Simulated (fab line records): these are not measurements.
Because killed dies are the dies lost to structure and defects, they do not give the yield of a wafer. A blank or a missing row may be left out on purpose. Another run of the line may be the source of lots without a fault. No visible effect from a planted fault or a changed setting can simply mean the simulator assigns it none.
Which tool did it?    flow nandHarc    72 wafers from 24 lots sampled at 6 of the route's 1159 steps

== WHAT THE GAUGES SHOWED, per wafer ==
NHARC_A_CONTACT_INSPECT_23. Usual: rawDefectCount 433, standard deviation 110.
lot   measured      on                rawDefectCount  flag
L075  day 17 10:11  defectInspect-02  358 378 389     
L074  day 17 10:55  defectInspect-02  436 420 385     
L076  day 17 15:59  defectInspect-02  396 659 427     
L077  day 17 16:41  defectInspect-01  325 247 369     
L078  day 18 18:03  defectInspect-02  383 299 276     
L079  day 18 19:02  defectInspect-02  256 311 386     
L080  day 18 19:47  defectInspect-02  473 298 451     
L082  day 19 04:35  defectInspect-02  415 580 661     
L083  day 19 06:55  defectInspect-01  321 321 454     
L081  day 19 11:29  defectInspect-01  419 552 497     
L086  day 19 21:59  defectInspect-02  651 533 578     
L084  day 20 02:26  defectInspect-02  739 558 567     
L085  day 20 10:49  defectInspect-01  332 322 436     
L087  day 20 12:28  defectInspect-01  511 419 360     
L089  day 20 17:34  defectInspect-02  386 329 337     
L088  day 20 19:01  defectInspect-01  599 677 582     
L090  day 21 19:58  defectInspect-02  513 315 522     
L093  day 21 20:43  defectInspect-02  496 351 445     
L091  day 22 01:10  defectInspect-02  455 524 440     
L094  day 22 13:10  defectInspect-02  491 369 539     
L092  day 22 13:40  defectInspect-02  361 345 377     
L095  day 22 15:29  defectInspect-02  442 450 351     
L096  day 22 20:49  defectInspect-01  448 419 390     
L097  day 23 08:59  defectInspect-02  397 461 391     

NHARC_A_BLC_OVL_MEAS_11. Usual: overlayXNm 0.0 nm, standard deviation 0.8; overlayYNm 0.0 nm, standard deviation 1.1.
lot   measured      on          overlayXNm (nm)  overlayYNm (nm)  flag
L075  day 17 10:40  overlay-01  0.5 -0.2 0.6     0.6 1.4 1.1      
L074  day 17 11:23  overlay-01  2.1 1.2 1.6      0.4 0.8 1.0      
L076  day 17 16:27  overlay-01  -0.7 -0.9 -0.3   0.4 0.8 0.6      
L077  day 17 17:10  overlay-02  0.1 -0.3 -0.4    -0.1 -0.4 -0.6   
L078  day 18 18:31  overlay-02  -0.6 -0.3 -0.3   -2.0 -1.6 -1.0   
L079  day 18 19:31  overlay-02  1.2 1.1 1.6      0.4 -0.1 0.1     
L080  day 18 20:16  overlay-02  0.0 -0.3 -0.3    0.4 -0.5 -0.4    
L082  day 19 05:11  overlay-01  -1.8 -0.9 -1.0   0.3 0.0 0.2      
L083  day 19 07:32  overlay-01  0.8 0.2 0.5      1.7 2.0 1.9      
L081  day 19 11:58  overlay-02  0.8 0.3 0.7      1.7 1.6 1.0      
L086  day 19 22:35  overlay-02  -0.2 -0.7 -0.4   -0.2 -0.3 0.0    
L084  day 20 02:55  overlay-02  0.2 0.1 0.4      0.4 0.8 1.0      
L085  day 20 11:17  overlay-01  0.1 -0.2 0.3     -0.6 -0.6 0.1    
L087  day 20 13:03  overlay-01  0.0 0.3 -0.6     -1.0 0.1 -0.5    
L089  day 20 18:09  overlay-01  1.0 0.7 0.4      0.9 1.1 1.3      
L088  day 20 19:29  overlay-02  -2.1 -1.7 -1.7   0.0 -0.2 -0.2    
L090  day 21 20:34  overlay-02  0.4 0.4 0.3      0.1 -0.1 -0.3    
L093  day 21 21:18  overlay-02  -0.4 -0.3 -0.2   -2.1 -2.2 -1.2   
L091  day 22 01:47  overlay-01  -0.5 -0.5 -0.5   0.8 0.5 0.5      
L094  day 22 13:46  overlay-02  0.4 -0.4 0.0     -2.0 -2.1 -2.4   
L092  day 22 14:08  overlay-01  -0.5 0.2 0.3     -2.0 -0.8 -1.3   
L095  day 22 16:04  overlay-02  0.2 0.4 0.5      -1.5 -1.2 -0.9   
L096  day 22 21:18  overlay-01  0.7 1.3 0.1      0.5 0.5 1.1      
L097  day 23 09:27  overlay-02  -0.1 -0.6 -0.5   0.5 0.3 -0.2     

NHARC_A_M0_CD_MEAS_09: the cd target is 80 nm. Usual: cdNm 79.8 nm, standard deviation 0.52.
lot   measured      on        cdNm (nm)       flag
L075  day 17 17:52  cdSem-02  78.8 79.0 79.6  
L074  day 17 18:44  cdSem-02  80.6 79.7 79.4  
L076  day 17 21:38  cdSem-03  79.3 79.8 79.8  
L077  day 17 21:43  cdSem-02  78.8 78.6 78.8  
L078  day 18 23:41  cdSem-02  79.6 80.1 79.6  
L079  day 19 00:08  cdSem-01  80.2 80.7 80.4  
L080  day 19 00:49  cdSem-02  79.9 80.3 79.4  
L082  day 19 11:26  cdSem-03  80.1 80.0 80.8  
L083  day 19 16:55  cdSem-03  78.9 78.7 79.6  
L081  day 19 17:13  cdSem-03  79.3 79.7 78.8  
L086  day 20 02:33  cdSem-02  79.8 79.1 79.5  
L084  day 20 10:53  cdSem-01  79.9 80.2 80.2  
L085  day 20 16:58  cdSem-01  79.6 79.8 79.8  
L087  day 20 18:28  cdSem-02  79.5 80.3 80.3  
L089  day 21 03:20  cdSem-02  79.7 79.4 79.5  
L088  day 21 10:34  cdSem-01  80.2 79.4 80.1  
L090  day 22 02:26  cdSem-01  80.0 79.9 80.3  
L093  day 22 02:35  cdSem-03  80.2 79.8 79.6  
L091  day 22 06:41  cdSem-01  80.0 79.4 79.5  
L094  day 22 17:44  cdSem-01  80.1 79.4 79.9  
L092  day 22 18:10  cdSem-01  79.0 80.6 79.9  
L095  day 22 20:58  cdSem-02  79.9 79.4 79.6  
L096  day 23 09:14  cdSem-03  80.2 79.8 80.3  
L097  day 23 13:37  cdSem-01  80.2 80.1 80.5  

== EACH LOT AND THE TOOL THAT RAN IT (in order: tool; ch and the chambers of the sampled wafers; start) ==
lot   NHARC_A_BLC_ETCH_18                           NHARC_A_BLC_STRIP_21               NHARC_A_BLC_CVD_24
L075  rieDiel-11 ch 2,3, day 17 12:07 or earlier    rieDiel-11 ch 2,3, day 17 12:07    cvdW-02 ch 0,1, day 17 17:52 or earlier
L074  rieDiel-08 ch 0,2,3, day 17 12:55 or earlier  rieDiel-08 ch 1,2,3, day 17 12:55  cvdW-02 ch 0,1, day 17 18:44 or earlier
L076  rieDiel-08 ch 0,1,3, day 17 17:44 or earlier  rieDiel-08 ch 0,2,3, day 17 17:44  cvdW-01 ch 0,1, day 17 19:22
L077  rieDiel-11 ch 0,2,3, day 17 18:25 or earlier  rieDiel-08 ch 1,2,3, day 17 18:25  cvdW-01 ch 0,1, day 17 21:43 or earlier
L078  rieDiel-08 ch 0,2,3, day 18 19:57 or earlier  rieDiel-05 ch 0,1,2, day 18 19:57  cvdW-02 ch 0,1, day 18 23:41 or earlier
L079  rieDiel-11 ch 0,3, day 18 20:46 or earlier    rieDiel-11 ch 1,2,3, day 18 20:46  cvdW-02 ch 0,1, day 19 00:08 or earlier
L080  rieDiel-08 ch 0,2, day 18 21:41 or earlier    rieDiel-11 ch 2,3, day 18 21:41    cvdW-02 ch 0,1, day 19 00:49 or earlier
L082  rieDiel-08 ch 0,2,3, day 19 06:26 or earlier  rieDiel-11 ch 0,2,3, day 19 06:26  cvdW-02 ch 0,1, day 19 11:26 or earlier
L083  rieDiel-11 ch 0,1, day 19 08:49 or earlier    rieDiel-08 ch 0,2,3, day 19 08:49  cvdW-02 ch 0,1, day 19 16:55 or earlier
L081  rieDiel-08 ch 0,1, day 19 13:12 or earlier    rieDiel-11 ch 0,1,2, day 19 13:12  cvdW-01 ch 0,1, day 19 17:13 or earlier
L086  rieDiel-08 ch 1,2,3, day 19 23:52 or earlier  rieDiel-08 ch 1,2,3, day 19 23:52  cvdW-01 ch 0,1, day 20 02:33 or earlier
L084  rieDiel-08 ch 0,2,3, day 20 04:19 or earlier  rieDiel-11 ch 0,2,3, day 20 04:19  cvdW-02 ch 0,1, day 20 10:53 or earlier
L085  rieDiel-08 ch 0,1,3, day 20 12:32 or earlier  rieDiel-11 ch 1,2, day 20 12:32    cvdW-02 ch 0, day 20 16:58 or earlier
L087  rieDiel-11 ch 1,2,3, day 20 14:18 or earlier  rieDiel-08 ch 0,1,2, day 20 14:18  cvdW-01 ch 0,1, day 20 18:28 or earlier
L089  rieDiel-11 ch 0,1, day 20 19:25 or earlier    rieDiel-11 ch 0,1,2, day 20 19:25  cvdW-02 ch 0,1, day 21 03:20 or earlier
L088  rieDiel-08 ch 0,2,3, day 20 20:46 or earlier  rieDiel-11 ch 1,2,3, day 20 20:46  cvdW-01 ch 1, day 21 10:34 or earlier
L090  rieDiel-11 ch 2,3, day 21 21:49 or earlier    rieDiel-11 ch 1,3, day 21 21:49    cvdW-02 ch 0,1, day 22 02:26 or earlier
L093  rieDiel-08 ch 0,2, day 21 22:33 or earlier    rieDiel-11 ch 0,2, day 21 22:33    cvdW-01 ch 0,1, day 22 02:35 or earlier
L091  rieDiel-08 ch 1,2,3, day 22 03:01 or earlier  rieDiel-11 ch 0,1, day 22 03:01    cvdW-02 ch 0,1, day 22 06:41 or earlier
L094  rieDiel-08 ch 0,2, day 22 15:01 or earlier    rieDiel-08 ch 1,3, day 22 15:01    cvdW-02 ch 0,1, day 22 17:44 or earlier
L092  rieDiel-11 ch 0,1,2, day 22 15:26 or earlier  rieDiel-08 ch 0,1,2, day 22 15:26  cvdW-02 ch 0,1, day 22 18:10 or earlier
L095  rieDiel-11 ch 0,1,3, day 22 17:20 or earlier  rieDiel-08 ch 0,1,2, day 22 17:20  cvdW-02 ch 0,1, day 22 20:58 or earlier
L096  rieDiel-08 ch 0,1,3, day 22 22:33 or earlier  rieDiel-11 ch 1,2,3, day 22 22:33  cvdW-01 ch 0,1, day 23 09:14 or earlier
L097  rieDiel-08 ch 0,3, day 23 10:53 or earlier    rieDiel-11 ch 1,2,3, day 23 10:53  cvdW-01 ch 0,1, day 23 13:37 or earlier
- NHARC_A_BLC_ETCH_18: etches the open film in C4F8/O2/Ar, target depth 910 nm.
- NHARC_A_BLC_STRIP_21: strips in O2.
- NHARC_A_BLC_CVD_24: deposits W, target thk 150 nm, time 434 s.

== AS READ BY THE TOOLS THEMSELVES (means over the sampled wafers that have a number; for cases with no such wafer, the mark the record gives instead) ==
NHARC_A_BLC_ETCH_18. Usual: oesProductAu 0.948 a.u., standard deviation 0.021; rfVppV 976 V, standard deviation 7.2.
lot   tool        oesProductAu (a.u.)  rfVppV (V)  flag
L075  rieDiel-11  0.964                984         
L074  rieDiel-08  0.918                973         
L076  rieDiel-08  0.953                969         
L077  rieDiel-11  0.965                983         
L078  rieDiel-08  0.920                973         
L079  rieDiel-11  0.966                984         
L080  rieDiel-08  0.930                979         
L082  rieDiel-08  0.928                973         
L083  rieDiel-11  0.967                983         
L081  rieDiel-08  0.968                969         
L086  rieDiel-08  0.974                974         
L084  rieDiel-08  0.941                973         
L085  rieDiel-08  0.933                969         
L087  rieDiel-11  0.931                983         
L089  rieDiel-11  0.930                982         
L088  rieDiel-08  0.923                974         
L090  rieDiel-11  0.926                981         
L093  rieDiel-08  0.964                979         
L091  rieDiel-08  0.973                974         
L094  rieDiel-08  0.969                973         
L092  rieDiel-11  0.974                982         
L095  rieDiel-11  0.928                985         
L096  rieDiel-08  0.968                968         
L097  rieDiel-08  0.922                969         

NHARC_A_BLC_STRIP_21. Usual: drypumpMotorCurrentA 5.6 A, standard deviation 0.42; oesProductAu 1.001 a.u., standard deviation 0.0065; rfVppV 57.8 V, standard deviation 0.91; showerheadPlenumPTorr 3.55 Torr, standard deviation 0.16; throttleValvePct 17.037 %, standard deviation 0.0094.
lot   tool        drypumpMotorCurrentA (A)  oesProductAu (a.u.)  rfVppV (V)  showerheadPlenumPTorr (Torr)  throttleValvePct (%)  flag
L075  rieDiel-11  5.9                       1.003                57.5        3.61                          17.040                
L074  rieDiel-08  5.5                       1.004                58.0        3.44                          17.042                
L076  rieDiel-08  5.1                       1.003                56.9        3.43                          17.033                
L077  rieDiel-08  5.5                       1.008                58.3        3.44                          17.033                
L078  rieDiel-05  5.8                       0.998                56.6        3.41                          17.035                
L079  rieDiel-11  5.6                       0.996                57.9        3.64                          17.040                
L080  rieDiel-11  5.7                       1.004                58.1        3.65                          17.041                
L082  rieDiel-11  5.8                       0.995                58.6        3.64                          17.042                
L083  rieDiel-08  5.2                       0.996                58.1        3.43                          17.036                
L081  rieDiel-11  5.8                       1.005                57.8        3.63                          17.045                
L086  rieDiel-08  5.5                       1.002                56.9        3.44                          17.042                
L084  rieDiel-11  5.8                       0.997                58.0        3.64                          17.045                
L085  rieDiel-11  5.9                       1.005                58.4        3.60                          17.030                
L087  rieDiel-08  5.4                       0.994                57.4        3.42                          17.042                
L089  rieDiel-11  5.8                       1.002                57.6        3.63                          17.037                
L088  rieDiel-11  5.6                       0.997                57.9        3.64                          17.040                
L090  rieDiel-11  5.3                       1.008                58.6        3.68                          17.033                
L093  rieDiel-11  6.1                       1.009                57.9        3.59                          17.041                
L091  rieDiel-11  5.5                       0.993                58.6        3.67                          17.033                
L094  rieDiel-08  5.4                       1.002                57.5        3.32                          17.029                
L092  rieDiel-08  5.4                       0.996                57.7        3.42                          17.035                
L095  rieDiel-08  5.4                       1.007                57.8        3.42                          17.034                
L096  rieDiel-11  5.6                       1.006                58.2        3.64                          17.032                
L097  rieDiel-11  5.6                       0.997                58.6        3.64                          17.039                

NHARC_A_BLC_CVD_24. Usual: heaterPowerW 477 W, standard deviation 49; throttleValvePct 7.79 %, standard deviation 0.22.
lot   tool     heaterPowerW (W)  throttleValvePct (%)  flag
L075  cvdW-02  491               7.87                  
L074  cvdW-02  492               7.91                  
L076  cvdW-01  410               7.65                  
L077  cvdW-01  428               7.79                  
L078  cvdW-02  493               7.74                  
L079  cvdW-02  517               7.89                  
L080  cvdW-02  495               7.73                  
L082  cvdW-02  495               7.90                  
L083  cvdW-02  506               7.98                  
L081  cvdW-01  420               7.66                  
L086  cvdW-01  431               7.93                  
L084  cvdW-02  499               7.89                  
L085  cvdW-02  529               7.92                  
L087  cvdW-01  439               7.85                  
L089  cvdW-02  496               7.83                  
L088  cvdW-01  483               7.80                  
L090  cvdW-02  507               7.91                  
L093  cvdW-01  414               7.45                  
L091  cvdW-02  496               8.06                  
L094  cvdW-02  505               8.03                  
L092  cvdW-02  507               8.02                  
L095  cvdW-02  500               7.87                  
L096  cvdW-01  418               7.44                  
L097  cvdW-01  422               7.46                  

== THE ANSWER, worked out from the rows above alone ==
Rule: a lot counts as off when the mean over its wafers that have a number is more than 3 standard deviations away from the usual mean. A lot without any number at a reading at which 4 lots or more have one is off too. Any other lot the step has rows for is counted as sound. After the gauges, taken in route order, come the tools' own readings; for these a lot's mean is taken, as printed above. At the first step where some lot is off, the reading lying furthest off is the one used; lots without a number count as furthest.
No lot is off on any of the readings shown, so nothing can be concluded from this.

== WHAT THE SIMULATOR HAD PUT IN ==
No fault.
